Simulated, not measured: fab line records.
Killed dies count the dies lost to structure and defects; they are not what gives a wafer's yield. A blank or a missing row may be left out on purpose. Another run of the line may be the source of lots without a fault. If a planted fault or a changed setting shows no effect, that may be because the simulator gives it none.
A struck lot beside a sound one | flow nand_harc | 17 steps out of a route of 1302
Sound: wafers L982.3, L982.4, L982.6. Wafers L104.2, L104.4, L104.5 were the ones struck. Last of all comes the cause.
For every step that has rows: the tool of each side, followed by ch and its chambers, followed by its first start. Under that, the readings that differ: sound wafers | struck wafers | difference of the means | sigmas: that difference in standard deviations of wafers without a fault.
alike: same words and numbers on both sides, and readings whose means sit less than 2 such deviations apart. not compared: any withheld reading, any reading some wafer has no value for, any bound like >300 that may hide the same value, and any number with overlapping values for which the record gives no deviation.
The two part at a step that has a row with sigmas, a row that says differs or no value, or rows on one side only. Numbers that don't overlap but have no deviation are shown without sigmas and don't part them. Lack of a reading on every wafer of one side parts them only where that side has two or more wafers.

NHARC_A_M1_INSPECT_11:
  struck on defect_inspect-01, day 31 22:02; sound on defect_inspect-01, day 23 09:20
  alike: raw_defect_count
then, 1 step without rows for these wafers: NHARC_A_M1_DESCUM_14 (chemistry O2, time 3 s).
NHARC_A_M1_ETCH_35: etches the open film in N2/H2, target depth 40 nm, overetch 12 nm, time 43.94 s.
  sound on rie_diel-05 ch 1,3, day 23 09:29; struck on rie_diel-11 ch 0,1, day 31 22:12
  alike: chamber_pressure_mTorr, drypump_motor_current_A, oes_product_au, rf_fwd_power_W, rf_vpp_V, showerhead_plenum_p_Torr, throttle_valve_pct
  not compared: rf_hours_counter_h
NHARC_A_M1_ETCH_15: etches the open film in C4F8/Ar, target depth 182.5 nm, time 91.2 s.
  sound on rie_diel-05 ch 0,1,2; struck on rie_diel-11 ch 0,2,3
  alike: chamber_pressure_mTorr, oes_product_au, rf_fwd_power_W, rf_vpp_V
  not compared: rf_hours_counter_h
NHARC_A_M1_CD_MEAS_16:
  struck on cd_sem-03, day 31 22:25; sound on cd_sem-03, day 23 09:42
  alike: cd_nm
then, 3 steps without rows for these wafers: NHARC_A_M1_STRIP_18 (strips in N2/H2); NHARC_A_M1_ETCH_28 (etches the open film in CF4/N2, target depth 30 nm, time 72.99 s); NHARC_A_M1_STRIP_19 (strips in post etch residue remover, time 600 s).
NHARC_A_M1_DEGAS_29: time 60 s.
  struck on pvd_sputter-02, day 31 23:10; sound on pvd_sputter-03, day 23 10:27
  alike: heater_power_w
NHARC_A_M1_PRE_CLEAN_30: time 30 s.
  sound on pvd_sputter-03; struck on pvd_sputter-02
  alike: heater_power_w
then, 2 steps without rows for these wafers: NHARC_A_M1_PVD_20 (deposits TaN, target thk 5 nm, time 8.06 s); NHARC_A_M1_PVD_21 (deposits Cu, target thk 30 nm, time 20.49 s).
NHARC_A_M1_ECD_22: material Cu, target thk 400 nm.
  sound on ecd_cu-02 ch 0,1, day 23 10:55; struck on ecd_cu-01 ch 0,1, day 31 23:32
  no value came back on the struck wafers for bath_heat_duty_pct (%), bath_temp_c (C); on the sound wafers bath_heat_duty_pct (%) reads 5.7 6.2 6.3
NHARC_A_M1_ANNEAL_31: time 90 s.
  sound on rtp_anneal-02 ch 0, day 23 11:17; struck on rtp_anneal-02 ch 0, day 31 23:58
  reading          | sound                | struck               | difference | sigmas
  wafer_temp_C_max | 226.32 226.84 226.77 | 226.27 226.37 225.66 | -0.54      | -2
NHARC_A_M1_CMP_23: polishes, t overpolish 20 s, target thk 154.34 nm.
  sound on cmp-04 ch 1,2,3, day 23 11:34; struck on cmp-02 ch 1,2, day 32 00:17
  reading                | sound    | struck | difference | sigmas
  time_to_endpoint_s (s) | 25 29 27 | 0 3 5  | -24        | -8
  alike: motor_current_A, slurry_filter_dp_kPa
NHARC_A_M1_THK_MEAS_24: measures by xrf.
  struck on film_metro-02, day 32 00:46; sound on film_metro-01, day 23 11:50
  reading     | sound             | struck         | difference | sigmas
  thk_nm (nm) | 154.4 153.1 154.6 | 29.4 30.1 30.2 | -124.1     | -78
  not compared: hold
NHARC_END_SORT_01:
  the record has rows for the sound wafers here (prober-01 ch 0, day 24 18:28) and none for the struck ones

WHERE THEY PART
Earliest at NHARC_A_M1_ECD_22; latest, in this record, at NHARC_END_SORT_01.

WHY: what the simulator had put in
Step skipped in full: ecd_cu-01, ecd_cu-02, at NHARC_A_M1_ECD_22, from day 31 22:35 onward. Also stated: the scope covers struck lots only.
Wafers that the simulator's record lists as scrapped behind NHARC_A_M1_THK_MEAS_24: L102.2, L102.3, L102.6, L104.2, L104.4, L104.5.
